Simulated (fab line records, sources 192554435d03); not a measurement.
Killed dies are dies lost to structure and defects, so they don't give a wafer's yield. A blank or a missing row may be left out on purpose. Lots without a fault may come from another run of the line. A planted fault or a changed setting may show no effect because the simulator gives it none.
fab line records | flow n5_finfet
record lots=10 wafers=30 last_day=18
route steps=1938 shown BEOL_M10@1525 BEOL_M11@1546 PASSIVATION@1936
lots that met no fault: from a run of the same line without faults
start_h: hours from the record's first day to the start of the lot's first wafer shown | wait_h: hours since the lot's step before | " the same as in the row above | L1.1+2: a row that stands for several wafers | - no value, or no start given | * or withheld: withheld | < > ~ a bound
route shown NAME@n: a module of which the file shows steps, and the number in the route of the first | usual: mean/standard deviation of fault-free wafers | same: alike in all rows | chamber/n: place in a boat | sites: the reading at each site | _std_site: their standard deviation | _edge_site: outer sites' mean less inner sites' | radius_mm: how far each site lies from the wafer's centre | mask NAME#n: copy n | behind: the tool/chamber that last shaped the wafer | hold: why the lot was held/for how many hours/how that ended | device: the transistor (n, p or np) that didn't switch | end of line: the same wafers' tests at the end of the route | a step without rows: its recipe alone | killed: dies lost to structure and defects at the first sort, not the wafer's yield | map: a wafer's dies, x killed, . not, _ none there
set.NAME: the setting as run; set.NAME@STEP: as run at that earlier step | model.NAME: the simulator's own value behind a step, which no gauge read
steps of the route over a sample of lots; a table a step, a row a wafer
services: from which hour (start_h, from the record's first day; less than 0 if before it) a tool's chamber was out of use, for how many hours, and why
## steps
# step N5_BEOL_M10_SURFACE_TREAT_76
# recipe gas=Ar time_s=* ion_energy_ev=* ion_current_ma_cm2=0.5 pressure_mtorr=* ar_flow_sccm=30
# usual throttle_valve_pct=*
# columns lot.wafer tool chamber start_h wait_h throttle_valve_pct
L485.1 pvd_sputter-03 - 239.08 0.6 *
L485.4 " - " " *
L485.6 " - " " *
L483.3 pvd_sputter-03 - 239.84 0.2 *
L483.4 " - " " *
L483.5 " - " " *
L487.1 pvd_sputter-02 - 252.27 0.3 *
L487.2 " - " " *
L487.6 " - " " *
L496.1 pvd_sputter-01 - 311.79 0.2 *
L496.4 " - " " *
L496.5 " - " " *
L497.3 pvd_sputter-03 - 327.47 0.2 *
L497.5 " - " " *
L497.6 " - " " *
L500.2 pvd_sputter-01 - 333.29 1.5 *
L500.3 " - " " *
L500.4 " - " " *
L502.1 pvd_sputter-03 - 335.34 0.4 *
L502.2 " - " " *
L502.4 " - " " *
L503.2 pvd_sputter-02 - 352.26 0.2 *
L503.3 " - " " *
L503.4 " - " " *
L504.3 pvd_sputter-02 - 362.88 0.2 *
L504.5 " - " " *
L504.6 " - " " *
L505.1 pvd_sputter-03 - 368.67 0.2 *
L505.4 " - " " *
L505.5 " - " " *
# step N5_BEOL_M11_EXPOSE_08
# recipe mask_id=M11 na=1.35 source_shape=dipole sigma_inner=0.411 sigma_outer=0.611 polarization=te dose_mj=53.75
# same dipole_opening_deg=40
# columns lot.wafer tool chamber start_h wait_h mask
L485.1+4+6 arfi_scanner-01 0 243.19 - M11#0
L483.3+4+5 arfi_scanner-01 0 243.24 - M11#0
L487.1+2+6 arfi_scanner-02 0 255.43 - M11#0
L496.1+4+5 arfi_scanner-01 0 315.64 - M11#0
L497.3+5+6 arfi_scanner-01 0 330.80 - M11#0
L500.2+3+4 arfi_scanner-02 0 336.10 - M11#0
L502.1+2+4 arfi_scanner-03 0 340.07 - M11#0
L503.2+3+4 arfi_scanner-03 0 356.25 - M11#0
L504.3+5+6 arfi_scanner-02 0 368.33 - M11#0
L505.1+4+5 arfi_scanner-03 0 374.21 - M11#0
# step N5_BEOL_M11_OVL_MEAS_12
# recipe points_per_wafer=44
# usual M11_OVL=0.4/0.81
# columns lot.wafer tool chamber start_h wait_h M11_OVL[nm]
L485.1 overlay-02 0 243.34 0.0 0.7
L485.4 " 0 " " 1.4
L485.6 " 0 " " 2.8
L483.3 overlay-01 0 243.38 0.0 -0.2
L483.4 " 0 " " -0.2
L483.5 " 0 " " 1.9
L487.1 overlay-01 0 255.59 0.0 -0.1
L487.2 " 0 " " 0.4
L487.6 " 0 " " 1.6
L496.1 overlay-02 0 315.80 0.0 17.8
L496.4 " 0 " " 18.5
L496.5 " 0 " " 18.0
L497.3 overlay-01 0 330.94 0.0 18.1
L497.5 " 0 " " 18.6
L497.6 " 0 " " 18.9
L500.2 overlay-01 0 336.25 0.0 0.7
L500.3 " 0 " " 0.1
L500.4 " 0 " " 0.7
L502.1 overlay-02 0 340.23 0.0 -1.3
L502.2 " 0 " " -0.9
L502.4 " 0 " " -0.4
L503.2 overlay-02 0 356.40 0.0 -0.8
L503.3 " 0 " " 1.4
L503.4 " 0 " " 0.1
L504.3 overlay-01 0 368.47 0.0 1.2
L504.5 " 0 " " 1.0
L504.6 " 0 " " 1.0
L505.1 overlay-02 0 374.37 0.0 1.1
L505.4 " 0 " " 0.4
L505.5 " 0 " " -0.9
# step N5_BEOL_M11_ETCH_61
# recipe chemistry=CF4 target=SiARC target_depth_a=390 mask_material=CAR-ArF time_s=65 ion_energy_ev=80 pressure_mtorr=40 source_w=545 bias_w=36 Ar_flow_sccm=100 cf4_flow_sccm=100 ends=cleared
# usual drypump_motor_current_A=5.8/0.49 etch_rf_on_time_s=64.7/1.5 oes_product_au=0.67/0.072 rf_vpp_V=183.5/0.91 showerhead_plenum_p_Torr=2.09/0.045 throttle_valve_pct=15.67/0.23
# columns lot.wafer tool chamber start_h wait_h drypump_motor_current_A etch_rf_on_time_s oes_product_au rf_hours_counter_h rf_vpp_V showerhead_plenum_p_Torr throttle_valve_pct
L485.1 rie_diel-01 0 243.51 0.0 6.1 64.5 0.75 36 183.1 2.10 15.51
L485.4 " 3 " " 6.7 62.5 0.63 174 185.2 2.13 15.61
L485.6 " 3 " " 6.6 62.5 0.63 - 184.3 2.13 15.59
L483.3 rie_diel-01 3 243.76 0.0 6.7 62.0 0.63 174 184.9 2.13 15.61
L483.4 " 0 " " 6.1 63.5 0.76 36 183.2 2.10 15.51
L483.5 " 0 " " 6.1 63.3 0.76 - 182.5 2.10 15.51
L487.1 rie_diel-01 2 256.08 0.0 6.0 63.3 0.76 34 183.0 2.09 15.49
L487.2 " 3 " " 6.7 62.1 0.63 179 183.6 2.13 15.62
L487.6 " 0 " " 6.1 63.4 0.75 - 183.3 2.09 15.51
L496.1 rie_diel-06 2 316.09 0.0 5.8 62.8 0.62 212 184.4 2.12 15.96
L496.4 " 0 " " 6.2 66.6 0.69 90 182.6 2.07 15.37
L496.5 " 2 " " 5.8 62.8 0.62 - 183.8 2.13 15.95
L497.3 rie_diel-06 0 331.43 0.0 6.2 65.7 0.70 94 184.2 2.07 15.41
L497.5 " 0 " " 6.2 65.8 0.69 - 183.1 2.07 15.40
L497.6 " 3 " " 5.0 65.5 0.61 - 184.1 2.03 15.83
L500.2 rie_diel-06 2 336.34 0.0 5.8 63.3 0.61 218 183.2 2.12 15.97
L500.3 " 0 " " 6.2 66.3 0.68 96 182.2 2.07 15.39
L500.4 " 2 " " 5.8 64.0 0.61 - 183.8 2.12 15.96
L502.1 rie_diel-03 2 340.80 0.0 5.6 66.5 0.59 235 183.3 2.12 16.15
L502.2 " 0 " " 6.0 64.9 0.71 76 184.3 2.14 15.57
L502.4 " 1 " " 5.6 64.4 0.77 - 183.6 2.09 15.73
L503.2 rie_diel-06 2 356.50 0.0 5.8 63.1 0.61 227 184.2 2.12 15.99
L503.3 " 0 " " 6.2 66.1 0.68 105 183.2 2.07 15.41
L503.4 " 0 " " 6.2 65.8 0.69 - 184.2 2.07 15.42
L504.3 rie_diel-06 1 368.75 0.0 5.3 64.8 0.81 2 185.1 2.30 15.21
L504.5 " 1 " " 5.3 64.4 0.81 - 185.0 2.30 15.20
L504.6 " 2 " " 5.8 62.0 0.61 - 184.4 2.12 16.01
L505.1 rie_diel-03 0 374.61 0.0 6.0 66.0 0.70 86 184.0 2.14 15.60
L505.4 " 3 " " 5.0 64.7 0.85 3 184.1 2.28 15.39
L505.5 " 2 " " 5.6 66.5 0.58 - 184.3 2.12 16.18
# step N5_BEOL_M11_STRIP_19
# recipe chemistry=O2 power_w=400 temp_c=40 pressure_mtorr=30 rf_frequency_hz=6e+07 bias_power_w=0 overash_fraction=0.2 o2_flow_sccm=225
# usual drypump_motor_current_A=5.8/0.45 o2_flow_sccm=225.0/0.7 oes_product_au=0.80/0.081 rf_vpp_V=3.8/0.65 showerhead_plenum_p_Torr=2.06/0.058 throttle_valve_pct=16.75/0.22
# columns lot.wafer tool chamber start_h wait_h drypump_motor_current_A o2_flow_sccm oes_product_au rf_hours_counter_h rf_vpp_V showerhead_plenum_p_Torr throttle_valve_pct
L485.1 rie_diel-06 3 243.98 0.2 5.0 225.5 0.73 192 3.6 1.98 16.77
L485.4 " 1 " " 5.3 224.6 0.70 - 4.5 1.97 16.47
L485.6 " 3 " " 5.0 225.1 0.73 - 4.4 1.98 16.78
L483.3 rie_diel-03 0 244.20 0.1 6.0 225.0 0.88 48 3.8 2.16 16.82
L483.4 " 0 " " 6.0 224.5 0.89 - 4.0 2.16 16.83
L483.5 " 2 " " 5.6 225.0 0.70 - 5.5 2.08 17.14
L487.1 rie_diel-06 1 256.56 0.2 5.3 224.0 0.70 229 3.9 1.97 16.51
L487.2 " 3 " " 5.0 224.1 0.73 197 3.8 1.98 16.79
L487.6 " 3 " " 5.0 224.0 0.73 - 3.7 1.98 16.76
L496.1 rie_diel-03 2 316.44 0.1 5.6 226.2 0.69 227 2.9 2.07 17.19
L496.4 " 1 " " 5.7 224.9 0.90 15 3.7 2.04 16.75
L496.5 " 0 " " 6.0 224.0 0.85 - 3.6 2.15 16.87
L497.3 rie_diel-01 2 331.81 0.1 6.1 225.3 0.83 63 4.6 2.05 16.77
L497.5 " 0 " " 6.1 225.0 0.83 - 4.6 2.06 16.77
L497.6 " 1 " " 5.8 223.2 0.81 - 3.9 2.00 16.45
L500.2 rie_diel-06 3 336.72 0.1 5.0 224.6 0.72 219 4.2 1.97 16.81
L500.3 " 2 " " 5.8 225.4 0.71 218 4.0 2.09 17.10
L500.4 " 2 " " 5.8 224.7 0.71 - 3.8 2.09 17.09
L502.1 rie_diel-01 0 341.15 0.1 6.1 225.2 0.84 71 4.4 2.06 16.76
L502.2 " 3 " " 6.6 225.1 0.70 209 3.5 2.09 16.81
L502.4 " 2 " " 6.0 225.2 0.83 66 4.8 2.05 16.79
L503.2 rie_diel-06 2 357.01 0.2 5.8 225.0 0.70 228 4.0 2.09 17.12
L503.3 " 3 " " 5.0 224.2 0.70 229 4.4 1.97 16.82
L503.4 " 3 " " 5.0 224.3 0.71 - 4.3 1.97 16.81
L504.3 rie_diel-03 0 369.13 0.1 6.0 225.2 0.83 85 3.8 2.15 16.89
L504.5 " 0 " " 6.0 224.9 0.83 - 3.4 2.14 16.89
L504.6 " 1 " " 5.6 224.7 0.87 - 3.0 2.03 16.76
L505.1 rie_diel-03 3 374.95 0.1 5.0 224.8 0.99 3 2.6 2.23 16.35
L505.4 " 1 " " 5.6 225.5 0.87 33 4.0 2.03 16.79
L505.5 " 3 " " 5.0 224.6 1.00 - 2.9 2.23 16.35
# step N5_PASSIVATION_PROBE_49
# usual defect_limited_yield=91.0/1.5 killed_at_M0_to_M3=34/9.1 killed_at_M4_up=14/5.7 killed_at_contacts=13/5.7 killed_at_front_end=42/12 killed_at_other=4/3.4 killed_dies=106/17 killed_on_rim=14/4.3 killed_open=70/13 killed_short=34/7.5 sort_bin_5_function=5.2/0.94 sort_bin_6_memory=3.4/0.69 sort_n_pass=1074/17 sort_yield_pct=91.0/1.5
# same gross_dies=1180 killed_at_back_side=0 sort_bin_4_leakage[%]=0 sort_bin_8_speed[%]=0
# columns lot.wafer tool chamber start_h wait_h defect_limited_yield[%] killed_at_M0_to_M3 killed_at_M4_up killed_at_contacts killed_at_front_end killed_at_other killed_dies killed_on_rim killed_open killed_short sort_bin_5_function[%] sort_bin_6_memory[%] sort_n_pass sort_yield_pct[%]
L496.1 prober-02 - 359.47 0.0 93.8 25 13 3 28 4 73 11 45 23 3.7 2.1 1107 93.8
L496.4 prober-02 - 359.62 0.2 92.5 26 24 6 23 10 89 11 53 32 4.5 2.6 1091 92.5
L496.5 prober-02 - 359.67 0.2 91.5 26 22 10 32 10 100 13 62 36 5.0 2.9 1080 91.5
L500.2 prober-01 - 380.92 0.1 92.2 20 17 19 35 1 92 11 66 26 4.2 3.3 1088 92.2
L500.3 prober-01 - 380.97 0.1 89.9 36 11 14 48 10 119 11 79 39 6.1 3.9 1061 89.9
L500.4 prober-01 - 381.02 0.2 91.3 35 12 13 42 1 103 15 72 31 5.5 3.1 1077 91.3
L503.2 prober-02 - 395.77 0.1 91.0 29 19 22 36 0 106 14 81 22 5.2 3.5 1074 91.0
L503.3 prober-02 - 395.82 0.1 91.7 18 22 13 43 2 98 10 63 35 5.1 3.1 1082 91.7
L503.4 prober-02 - 395.87 0.2 91.3 35 18 12 38 0 103 8 58 41 5.2 3.5 1077 91.3
L504.3 prober-01 - 422.63 0.1 92.1 24 9 12 38 10 93 7 66 25 4.7 2.9 1087 92.1
L504.5 prober-01 - 422.73 0.2 91.6 45 9 11 34 0 99 11 54 41 5.3 2.4 1081 91.6
L504.6 prober-01 - 422.78 0.3 91.9 35 3 10 44 3 95 18 54 37 3.8 3.3 1085 91.9
# killed by level:class
L496.1 BEOL_M0_SAQP:geometric_particle:open=8 STI_FIN_REVEAL:geometric_particle:open=7 BEOL_M1:geometric_particle:open=7 FIN_SAQP:geometric_particle:open=6 BEOL_M0_SAQP:geometric_particle:short=5 DUMMY_GATE:geometric_particle:open=4 GATE_CUT:geometric_particle:short=3 BEOL_M2:geometric_particle:open=3
L496.4 BEOL_M4:geometric_particle:open=8 BEOL_M0_SAQP:geometric_particle:short=7 BEOL_M2:geometric_particle:open=7 FIN_SAQP:geometric_particle:open=5 BEOL_M0_SAQP:geometric_particle:open=5 BEOL_M4:geometric_particle:short=5 PASS1_CAP:geometric_particle:short=5 GATE_CUT:geometric_particle:open=4
L496.5 BEOL_M5:geometric_particle:open=7 MOL_CONTACT_COAG:geometric_particle:open=7 BEOL_M0_SAQP:geometric_particle:short=7 BEOL_M0_SAQP:geometric_particle:open=5 BEOL_M1:geometric_particle:open=5 BEOL_M3:geometric_particle:open=5 BEOL_M4:geometric_particle:open=5 FIN_SAQP:geometric_particle:open=4
L500.2 MOL_CONTACT_COAG:geometric_particle:open=14 BEOL_M7:geometric_particle:open=7 FIN_SAQP:geometric_particle:open=6 BEOL_M1:geometric_particle:open=6 FIN_SAQP:geometric_particle:short=5 STI_FIN_REVEAL:geometric_particle:open=5 MOL_CONTACT_COAG:geometric_particle:short=5 DUMMY_GATE:geometric_particle:open=4
L500.3 FIN_SAQP:geometric_particle:open=12 MOL_CONTACT_COAG:geometric_particle:open=12 BEOL_M1:geometric_particle:open=9 FIN_SAQP:geometric_particle:short=8 BEOL_M1:geometric_particle:short=8 DUMMY_GATE:geometric_particle:open=5 BEOL_M2:geometric_particle:open=5 BEOL_M3:geometric_particle:open=5
L500.4 FIN_SAQP:geometric_particle:open=12 MOL_CONTACT_COAG:geometric_particle:open=10 FIN_SAQP:geometric_particle:short=9 STI_FIN_REVEAL:geometric_particle:open=8 BEOL_M0_SAQP:geometric_particle:short=7 BEOL_M1:geometric_particle:open=7 BEOL_M2:geometric_particle:open=7 BEOL_M3:geometric_particle:open=5
L503.2 MOL_CONTACT_COAG:geometric_particle:open=17 STI_FIN_REVEAL:geometric_particle:open=10 BEOL_M1:geometric_particle:open=10 BEOL_M4:geometric_particle:open=8 BEOL_M3:geometric_particle:open=7 FIN_SAQP:geometric_particle:open=6 MOL_CONTACT_COAG:geometric_particle:short=5 BEOL_M5:geometric_particle:open=4
L503.3 BEOL_M4:geometric_particle:open=15 FIN_SAQP:geometric_particle:short=10 MOL_CONTACT_COAG:geometric_particle:open=10 GATE_CUT:geometric_particle:short=8 FIN_SAQP:geometric_particle:open=7 BEOL_M2:geometric_particle:open=6 STI_FIN_REVEAL:geometric_particle:open=4 BEOL_M0_SAQP:geometric_particle:open=4
L503.4 FIN_SAQP:geometric_particle:short=14 BEOL_M1:geometric_particle:open=11 MOL_CONTACT_COAG:geometric_particle:open=10 BEOL_M0_SAQP:geometric_particle:short=9 GATE_CUT:geometric_particle:short=7 STI_FIN_REVEAL:geometric_particle:open=6 FIN_SAQP:geometric_particle:open=5 BEOL_M4:geometric_particle:open=5
L504.3 MOL_CONTACT_COAG:geometric_particle:open=10 STI_FIN_REVEAL:geometric_particle:open=7 BEOL_M2:geometric_particle:open=7 DUMMY_GATE:geometric_particle:open=6 BEOL_M0_SAQP:geometric_particle:open=5 PASS1_CAP:geometric_particle:short=5 FIN_SAQP:geometric_particle:open=4 GATE_CUT:geometric_particle:short=4
L504.5 BEOL_M0_SAQP:geometric_particle:short=17 BEOL_M2:geometric_particle:open=12 BEOL_M0_SAQP:geometric_particle:open=10 MOL_CONTACT_COAG:geometric_particle:open=9 FIN_SAQP:geometric_particle:short=6 STARTING-WAFER:geometric_particle:open=5 BEOL_M2:geometric_particle:short=4 FIN_SAQP:geometric_particle:open=3
L504.6 GATE_CUT:geometric_particle:open=10 GATE_CUT:geometric_particle:short=10 BEOL_M0_SAQP:geometric_particle:open=9 MOL_CONTACT_COAG:geometric_particle:open=8 FIN_SAQP:geometric_particle:short=6 BEOL_M0:geometric_particle:open=5 BEOL_M2:geometric_particle:open=5 BEOL_M0_SAQP:geometric_particle:short=4
## services
# columns tool chamber start_h hours kind
rie_diel-06 1 217.57 10.0 repair
rie_diel-03 3 222.21 10.9 repair
arfi_scanner-01 - 224.15 1.0 pm
arfi_scanner-02 - 234.33 1.3 pm
arfi_scanner-02 - 239.47 4.9 pm
arfi_scanner-03 - 241.68 6.9 repair
rie_diel-03 - 252.59 14.6 pm
arfi_scanner-02 - 263.52 1.0 pm
arfi_scanner-01 - 267.83 0.8 pm
rie_diel-03 2 270.09 9.5 repair
arfi_scanner-03 - 274.01 0.8 pm
rie_diel-06 - 278.78 15.6 pm
arfi_scanner-02 - 284.81 1.2 repair
arfi_scanner-03 - 288.42 1.0 pm
arfi_scanner-03 - 293.62 5.4 repair
arfi_scanner-02 - 299.79 3.1 pm
arfi_scanner-01 - 301.60 3.1 pm
arfi_scanner-02 - 306.85 0.8 pm
arfi_scanner-01 - 310.28 1.3 pm
arfi_scanner-03 - 320.72 1.3 pm
arfi_scanner-02 - 324.73 0.8 pm
pvd_sputter-03 - 341.47 6.6 repair
arfi_scanner-01 - 344.34 3.9 pm
rie_diel-06 2 373.65 8.9 repair
## key
first_sign step=N5_BEOL_M11_OVL_MEAS_12 reading=M11_OVL direction=up sigmas=22 usual=0.4 struck=18.3
effect none on later readings
met_at N5_BEOL_M11_EXPOSE_08
struck_lots L496,L497
not_acting_at N5_BEOL_M10_SURFACE_TREAT_76,N5_BEOL_M11_ETCH_61,N5_BEOL_M11_STRIP_19
onset_between 243.24 315.64
fault kind=scanner_matching_overlay tool=arfi_scanner-01 chamber=- onset_h=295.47 steps=N5_BEOL_M11_EXPOSE_08 offset=18.075
